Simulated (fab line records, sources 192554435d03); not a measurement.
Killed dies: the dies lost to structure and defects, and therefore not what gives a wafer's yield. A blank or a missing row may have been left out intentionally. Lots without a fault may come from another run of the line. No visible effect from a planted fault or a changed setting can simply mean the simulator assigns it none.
fab line records | flow n5_finfet
record: lots: 7 wafers: 21 last_day: 17
route steps=1938 shown BEOL_M1@773
lots that met no fault: taken from a fault-free run of the same line
start_h: the number of hours between the record's first day and the start of the first shown wafer of the lot | wait_h: time in hours since the lot's previous step | " the same as in the row above | L1.1+2: a row that stands for several wafers | - value missing, or start not given | * or withheld: withheld | < > ~ a bound
route shown NAME@n: a module of which the file shows steps, and the number in the route of the first | usual: the fault-free wafers' mean and standard deviation | same: alike in all rows | chamber/n: place in a boat | sites: per-site readings | _std_site: standard deviation across them | _edge_site: the outer-site mean with the inner-site mean subtracted | radius_mm: how far each site lies from the wafer's centre | mask NAME#n: copy n | behind: the tool/chamber that last shaped the wafer | hold: what put the lot on hold/how long, in hours/how the hold closed | device: the transistor (n, p or np) that didn't switch | end of line: tests run on the same wafers once the route is complete | a step without rows: its recipe alone | killed: dies that structure and defects cost at the first sort, which is not the same as the wafer's yield | map: the dies of a wafer, with x for killed, . for not killed, _ for no die there
set.NAME: setting as actually run; set.NAME@STEP: the setting as run at that earlier step | model.NAME: the simulator's own value behind a step, which no gauge read
lots seen at some steps along the route; tables by step, rows by wafer
services: when a tool's chamber went out of use (start_h, in hours from the record's first day, below 0 if earlier), for how many hours, and the reason
== steps ==
step: N5_BEOL_M1_STRIP_66
recipe: chemistry: CF4 resist: SiARC power_w: 300 bias_power_w: 75 pressure_mtorr: 50 cf4_flow_sccm: 150 rf_frequency_hz: 6e+07
usual: cf4_flow_sccm: 150.0/0.43 drypump_motor_current_A: 5.7/0.58 oes_product_au: 0.77/0.085 rf_vpp_V: 271.3/1.9 showerhead_plenum_p_Torr: 1.80/0.07 throttle_valve_pct: 13.55/0.21
columns lot.wafer tool chamber start_h wait_h cf4_flow_sccm drypump_motor_current_A oes_product_au rf_hours_counter_h rf_vpp_V showerhead_plenum_p_Torr throttle_valve_pct
L566.1 rie_diel-05 1 138.37 0.0 149.4 6.0 0.68 237 271.8 1.77 13.89
L566.3 " 3 " " 149.6 6.7 0.77 131 268.4 1.73 13.58
L566.5 " 0 " " 149.0 4.7 0.89 - 270.0 1.76 13.30
L575.1 rie_diel-03 2 190.94 0.0 150.0 5.2 0.74 154 271.7 1.86 13.54
L575.3 " 3 " " 150.1 5.2 0.76 127 268.1 1.67 13.47
L575.5 " 1 " " 150.5 5.4 0.72 - 273.2 1.85 13.48
L576.3 rie_diel-01 0 193.15 0.0 150.9 6.0 0.68 254 271.3 1.83 13.89
L576.5 " 2 " " 150.0 6.3 0.73 - 272.2 1.85 13.91
L576.6 " 1 " " 149.9 5.8 0.89 - 272.7 1.89 13.29
L577.1 rie_diel-05 0 206.07 0.0 149.5 4.7 0.84 48 270.4 1.75 13.35
L577.3 " 1 " " 149.2 6.0 0.97 1 269.9 1.77 13.37
L577.4 " 3 " " 150.1 6.8 0.75 154 268.9 1.72 13.65
L579.1 rie_diel-03 3 217.57 0.0 150.4 5.2 0.75 135 267.4 1.67 13.50
L579.4 " 1 " " 149.8 5.4 0.72 184 271.9 1.85 13.49
L579.5 " 0 " " 150.3 5.4 0.69 - 272.7 1.85 13.65
L584.1 rie_diel-03 0 243.65 0.0 149.7 5.4 0.68 246 270.4 1.84 13.67
L584.5 " 0 " " 150.2 5.4 0.69 - 271.8 1.84 13.67
L584.6 " 3 " " 149.8 5.2 0.75 - 267.7 1.67 13.52
L587.2 rie_diel-05 2 263.72 0.0 150.0 6.2 0.69 200 269.0 1.71 13.77
L587.3 " 0 " " 150.1 4.7 0.83 65 270.6 1.74 13.39
L587.6 " 1 " " 150.1 6.0 0.91 - 269.5 1.76 13.40
step: N5_BEOL_M1_HM_OPEN_17
recipe: chemistry: Cl2/BCl3 target_depth_a: 200 overetch_a: 60 target: TiN mask_material: SOC ion_energy_ev: 150 pressure_mtorr: 10 icp_w: 1000 bias_w: 126 Cl2_flow_sccm: 53.25 bcl3_flow_sccm: 21.75 Ar_flow_sccm: 25
usual: drypump_motor_current_A: 5.8/0.43 oes_product_au: 0.69/0.073 throttle_valve_pct: 22.15/0.1
columns lot.wafer tool chamber start_h wait_h drypump_motor_current_A oes_product_au rf_hours_counter_h throttle_valve_pct
L566.1 rie_metal-03 1 138.41 0.0 6.0 0.62 52 22.09
L566.3 " 0 " " 5.1 0.81 - 22.21
L566.5 " 1 " " 5.9 0.62 - 22.08
L575.1 rie_metal-02 0 190.98 0.0 6.2 0.69 25 22.31
L575.3 " 0 " " 6.2 0.68 - 22.33
L575.5 " 0 " " 6.2 0.69 - 22.32
L576.3 rie_metal-02 1 193.22 0.1 6.1 0.68 - 22.05
L576.5 " 0 " " 6.2 0.69 - 22.30
L576.6 " 1 " " 6.1 0.67 - 22.07
L577.1 rie_metal-03 0 206.11 0.0 5.1 0.77 9 22.23
L577.3 " 0 " " 5.1 0.77 - 22.22
L577.4 " 1 " " 5.9 0.61 - 22.10
L579.1 rie_metal-03 1 217.62 0.0 5.9 0.60 60 22.12
L579.4 " 1 " " 6.0 0.61 - 22.11
L579.5 " 0 " " 5.1 0.75 - 22.21
L584.1 rie_metal-01 1 243.70 0.0 5.3 0.80 4 22.06
L584.5 " 1 " " 5.4 0.81 - 22.04
L584.6 " 0 " " 6.2 0.60 - 22.01
L587.2 rie_metal-03 0 263.76 0.0 5.1 0.75 14 22.23
L587.3 " 1 " " 6.0 0.61 - 22.11
L587.6 " 1 " " 5.9 0.60 - 22.12
step: N5_BEOL_M1_STRIP_19
recipe: chemistry: O2 power_w: 400 temp_c: 40 pressure_mtorr: 30 rf_frequency_hz: 6e+07 bias_power_w: 0 overash_fraction: 0.2 o2_flow_sccm: 225
usual: drypump_motor_current_A: 5.7/0.64 oes_product_au: 0.77/0.084 rf_vpp_V: 3.6/0.45 showerhead_plenum_p_Torr: 2.09/0.09 throttle_valve_pct: 16.67/0.2
columns lot.wafer tool chamber start_h wait_h drypump_motor_current_A oes_product_au rf_hours_counter_h rf_vpp_V showerhead_plenum_p_Torr throttle_valve_pct
L566.1 rie_diel-05 3 138.53 0.1 6.8 0.78 131 3.8 2.01 16.62
L566.3 " 0 " " 4.6 0.91 24 3.3 2.04 16.37
L566.5 " 2 " " 6.3 0.73 - 3.3 2.02 16.85
L575.1 rie_diel-01 0 191.10 0.1 6.0 0.68 253 3.9 2.16 16.93
L575.3 " 2 " " 6.3 0.74 188 3.9 2.16 16.95
L575.5 " 0 " " 6.0 0.68 - 3.9 2.15 16.94
L576.3 rie_diel-01 2 193.30 0.1 6.4 0.74 189 3.4 2.16 16.95
L576.5 " 0 " " 6.0 0.67 - 3.9 2.15 16.95
L576.6 " 2 " " 6.4 0.74 - 4.0 2.16 16.95
L577.1 rie_diel-05 0 206.25 0.1 4.7 0.86 48 3.5 2.04 16.42
L577.3 " 2 " " 6.2 0.70 183 3.6 2.01 16.89
L577.4 " 3 " " 6.7 0.76 155 4.0 2.00 16.69
L579.1 rie_diel-03 0 217.73 0.1 5.3 0.70 238 4.2 2.16 16.69
L579.4 " 2 " " 5.2 0.74 162 3.3 2.19 16.63
L579.5 " 2 " " 5.1 0.74 - 3.7 2.18 16.63
L584.1 rie_diel-05 3 243.81 0.1 6.8 0.76 166 3.6 2.00 16.71
L584.5 " 2 " " 6.2 0.71 - 3.8 2.01 16.92
L584.6 " 3 " " 6.8 0.76 - 4.1 2.00 16.71
L587.2 rie_diel-03 1 263.88 0.1 5.4 0.73 200 3.5 2.17 16.61
L587.3 " 2 " " 5.2 0.74 172 3.5 2.18 16.66
L587.6 " 1 " " 5.4 0.73 - 3.2 2.17 16.62
step: N5_BEOL_M1_CD_MEAS_18
recipe: pitch_nm: 36 target_cd_nm: 18
usual: cd_nm: 18.07/0.27
columns lot.wafer tool chamber start_h wait_h cd_nm
L566.1 cd_sem-03 - 138.60 0.0 18.01
L566.3 " - " " 17.53
L566.5 " - " " 18.12
L575.1 cd_sem-03 - 191.18 0.1 17.68
L575.3 " - " " 17.91
L575.5 " - " " 18.39
L576.3 cd_sem-02 - 193.37 0.1 18.02
L576.5 " - " " 17.93
L576.6 " - " " 18.36
L577.1 cd_sem-03 - 206.32 0.0 18.15
L577.3 " - " " 17.75
L577.4 " - " " 18.05
L579.1 cd_sem-01 - 217.80 0.0 18.29
L579.4 " - " " 17.68
L579.5 " - " " 18.38
L584.1 cd_sem-02 - 243.88 0.0 18.44
L584.5 " - " " 18.27
L584.6 " - " " 18.22
L587.2 cd_sem-02 - 263.95 0.1 17.46
L587.3 " - " " 18.04
L587.6 " - " " 18.00
step: N5_BEOL_M1_COAT_67
recipe: resist: SOC temp_c: 250 time_s: 60 spin_rpm: 1500 resist_thk_nm: 60
step: N5_BEOL_M1_COAT_68
recipe: resist: SiARC temp_c: 220 time_s: 60 spin_rpm: 1500 resist_thk_nm: 12
step: N5_BEOL_M1_COAT_76
recipe: resist: underlayer temp_c: 205 time_s: 60 spin_rpm: 1500 resist_thk_nm: 5
step: N5_BEOL_M1_COAT_22
recipe: resist: CAR-EUV spin_rpm: 1500 resist_thk_nm: 30
step: N5_BEOL_M1_EBR_24
recipe: solvent: PGMEA ebr_width_mm: 1.5
step: N5_BEOL_M1_SOFTBAKE_23
recipe: temp_c: 110 time_s: 60 resist: CAR-EUV
step: N5_BEOL_M1_EXPOSE_25
recipe: mask_id: V0 na: 0.33 source_shape: quasar sigma_inner: 0.2 sigma_outer: 0.8 polarization: unpolarized defocus_nm: 5 target_cd_nm: 24 dose_mj: 63
step: N5_BEOL_M1_PEB_26
recipe: peb_temp_c: 100 peb_time_s: 60 resist: CAR-EUV
step: N5_BEOL_M1_DEVELOP_27
recipe: develop_time_s: 30 developer: TMAH resist: CAR-EUV rinse_liquid: surfactant_rinse dry: air_spin dev_temp_c: 23
usual: chill_plate_temp_C: 23.01/0.11 develop_time_s: 30/0
columns lot.wafer tool chamber start_h wait_h chill_plate_temp_C develop_time_s model.CAR-EUV_of_BEOL_M1_COAT_22.thk_nm
L566.1 litho_track-04 0 139.03 - 23.12 30 29.4
L566.3 " 0 " " 23.19 30 29.4
L566.5 " 0 " " 22.96 30 29.4
L575.1 litho_track-03 - 191.56 - - - 30
L575.3 " - " " - - 30
L575.5 " - " " - - 30
L576.3 litho_track-05 - 193.63 - - - 29.8
L576.5 " - " " - - 29.8
L576.6 " - " " - - 29.8
L577.1 litho_track-05 - 206.58 - - - 30
L577.3 " - " " - - 30.2
L577.4 " - " " - - 30
L579.1 litho_track-03 0 218.06 - 23.03 30 29.8
L579.4 " 0 " " 23.22 30 29.8
L579.5 " 0 " " 23.09 30 29.6
L584.1 litho_track-03 0 244.14 - 23.09 30 29.6
L584.5 " 0 " " 23.08 30 29.4
L584.6 " 0 " " 23.04 30 29.4
L587.2 litho_track-03 0 264.33 - 22.78 30 29.6
L587.3 " 0 " " 22.89 30 29.6
L587.6 " 0 " " 22.83 30 29.6
step: N5_BEOL_M1_CD_MEAS_28
recipe: landing_energy_ev: 500 detector: se_inlens target_cd_y_nm: 23.3
usual: cd_nm: 23.96/0.23
same: landing_energy_ev: 500
columns lot.wafer tool chamber start_h wait_h cd_nm
L566.1 cd_sem-03 0 139.09 - 23.87
L566.3 " 0 " " 24.14
L566.5 " 0 " " 23.89
L575.1 cd_sem-01 0 191.62 - -
L575.3 " 0 " " -
L575.5 " 0 " " -
L576.3 cd_sem-02 0 193.69 - -
L576.5 " 0 " " -
L576.6 " 0 " " -
L577.1 cd_sem-02 0 206.64 - -
L577.3 " 0 " " -
L577.4 " 0 " " -
L579.1 cd_sem-03 0 218.11 - 23.96
L579.4 " 0 " " 23.96
L579.5 " 0 " " 24.10
L584.1 cd_sem-02 0 244.20 - 23.40
L584.5 " 0 " " 24.11
L584.6 " 0 " " 23.85
L587.2 cd_sem-02 0 264.39 - 23.93
L587.3 " 0 " " 23.80
L587.6 " 0 " " 23.88
== services ==
columns tool chamber start_h hours kind
rie_metal-03 0 119.15 5.4 repair
rie_diel-05 - 125.78 2.8 pm
rie_diel-01 3 132.83 3.4 repair
rie_diel-03 - 137.82 2.8 pm
litho_track-03 - 138.32 - consumable_replace:filter
rie_diel-01 0 171.33 5.5 repair
rie_metal-01 - 175.05 14.6 pm
rie_diel-01 3 177.07 - clean
rie_diel-01 3 177.07 - consumable_replace:focus_ring
rie_diel-01 3 177.07 20.5 scheduled_down
rie_diel-01 3 177.07 20.5 vent_cycle
rie_diel-05 1 180.70 - clean
rie_diel-05 1 180.70 - consumable_replace:focus_ring
rie_diel-05 1 180.70 22.6 scheduled_down
rie_diel-05 1 180.70 22.6 vent_cycle
rie_diel-01 - 202.49 2.8 pm
litho_track-03 - 223.66 - consumable_replace:filter
rie_diel-01 2 247.19 13.3 repair
rie_metal-01 - 248.80 28.1 pm
rie_diel-03 2 251.67 11.3 repair
rie_diel-03 0 263.00 - clean
rie_diel-03 0 263.00 - consumable_replace:focus_ring
rie_diel-03 0 263.00 18.7 scheduled_down
rie_diel-03 0 263.00 18.7 vent_cycle
== key ==
first_sign: step: N5_BEOL_M1_DEVELOP_27 reading: tool_record direction: missing
effect none on later readings
model_effect: step: N5_BEOL_M1_DEVELOP_27 value: CAR-EUV_of_BEOL_M1_COAT_22.thk_nm without: 29.51 struck: 29.96
met_at N5_BEOL_M1_DEVELOP_27
struck_wafers L575.1,L575.3,L575.5,L576.3,L576.5,L576.6,L577.1,L577.3,L577.4
later_rows_left_out L575.1,L575.3,L575.5,L576.3,L576.5,L576.6,L577.1,L577.3,L577.4
sort_left_out L575.1,L575.3,L575.5,L576.3,L576.5,L576.6,L577.1,L577.3,L577.4
fault: kind: skipped_step_whole tool: litho_track-03,litho_track-05 chamber: - onset_h: 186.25 steps: N5_BEOL_M1_DEVELOP_27 scope: struck_lots_only
sort_left_out: the simulated sort isn't trusted on such a fault, so these wafers' sort isn't shown, and their yield isn't known
later_rows_left_out: the simulator's readings of these wafers behind a module that went badly wrong aren't trusted and aren't shown, but for the sort
